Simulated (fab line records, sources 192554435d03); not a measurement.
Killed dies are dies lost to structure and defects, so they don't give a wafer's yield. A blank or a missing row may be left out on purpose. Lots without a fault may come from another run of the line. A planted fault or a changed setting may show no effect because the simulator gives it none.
Chamber matching | flow n5_finfet | N5_BEOL_M12_ETCH_67 on rie_diel-06: 4 sister chambers
The step etches SiARC in CF4, target depth 143 nm, time 238.3 s. 20 wafers are shown with their chamber, then 10 later ones without.

WAFERS WITH THEIR CHAMBER
wafer  | chamber | showerhead_plenum_p_Torr (Torr) | throttle_valve_pct (%) | drypump_motor_current_A (A)
L074.2 | 3       | 2.07                            | 15.23                  | 4.9
L074.3 | 2       | 2.06                            | 15.68                  | 5.2
L074.5 | 2       | 2.06                            | 15.69                  | 5.2
L076.1 | 2       | 2.06                            | 15.69                  | 5.2
L076.4 | 1       | 2.16                            | 15.67                  | 5.4
L076.6 | 3       | 2.07                            | 15.26                  | 4.9
L077.2 | 1       | 2.16                            | 15.67                  | 5.3
L077.5 | 0       | 2.20                            | 15.88                  | 5.0
L077.6 | 1       | 2.16                            | 15.68                  | 5.4
L078.1 | 0       | 2.20                            | 15.89                  | 5.1
L078.2 | 3       | 2.06                            | 15.26                  | 4.9
L078.4 | 1       | 2.16                            | 15.69                  | 5.4
L081.2 | 0       | 2.20                            | 15.90                  | 5.1
L081.4 | 1       | 2.16                            | 15.69                  | 5.4
L081.5 | 1       | 2.16                            | 15.70                  | 5.4
L080.2 | 0       | 2.20                            | 15.90                  | 5.1
L080.3 | 3       | 2.06                            | 15.29                  | 4.9
L080.4 | 2       | 2.05                            | 15.71                  | 5.2
L085.1 | 3       | 2.06                            | 15.31                  | 4.9
L085.4 | 0       | 2.20                            | 15.93                  | 5.0

SIGNATURES (means of the wafers above)
reading                  | chamber 0 | chamber 1 | chamber 2 | chamber 3 | scatter within a chamber
showerhead_plenum_p_Torr | 2.2000    | 2.1600    | 2.0575    | 2.0640    | 0.00349
throttle_valve_pct       | 15.9000   | 15.6833   | 15.6925   | 15.2700   | 0.02
drypump_motor_current_A  | 5.060     | 5.383     | 5.200     | 4.900     | 0.0356
Rule: a wafer's distance from a chamber is the root of the sum, over the readings, of the square of ((its reading less the chamber's mean) divided by the reading's scatter). The wafer belongs to the nearest chamber; if the next one is less than 2 further off, it can't be placed. The scatter: the root of (the sum of the squares of (reading less its chamber's mean) over the shown wafers, divided by (wafers less chambers)).

WAFERS WITHOUT THEIR CHAMBER
wafer  | showerhead_plenum_p_Torr (Torr) | throttle_valve_pct (%) | drypump_motor_current_A (A)
L085.5 | 2.16                            | 15.70                  | 5.3
L088.1 | 2.16                            | 15.73                  | 5.4
L088.2 | 2.19                            | 15.94                  | 5.0
L088.4 | 2.05                            | 15.76                  | 5.2
L093.4 | 2.15                            | 15.73                  | 5.3
L093.5 | 2.19                            | 15.94                  | 5.1
L093.6 | 2.05                            | 15.31                  | 4.9
L092.1 | 2.15                            | 15.74                  | 5.4
L092.2 | 2.05                            | 15.32                  | 4.9
L092.5 | 2.19                            | 15.96                  | 5.0

WHICH CHAMBER EACH WENT THROUGH
wafer  | from the rows above | in truth
L085.5 | 1                   | 1
L088.1 | 1                   | 1
L088.2 | 0                   | 0
L088.4 | 2                   | 2
L093.4 | 1                   | 1
L093.5 | 0                   | 0
L093.6 | 3                   | 3
L092.1 | 1                   | 1
L092.2 | 3                   | 3
L092.5 | 0                   | 0
Placed correctly: 10 of 10. Can't be placed from these rows: 0. Placed wrongly: 0.
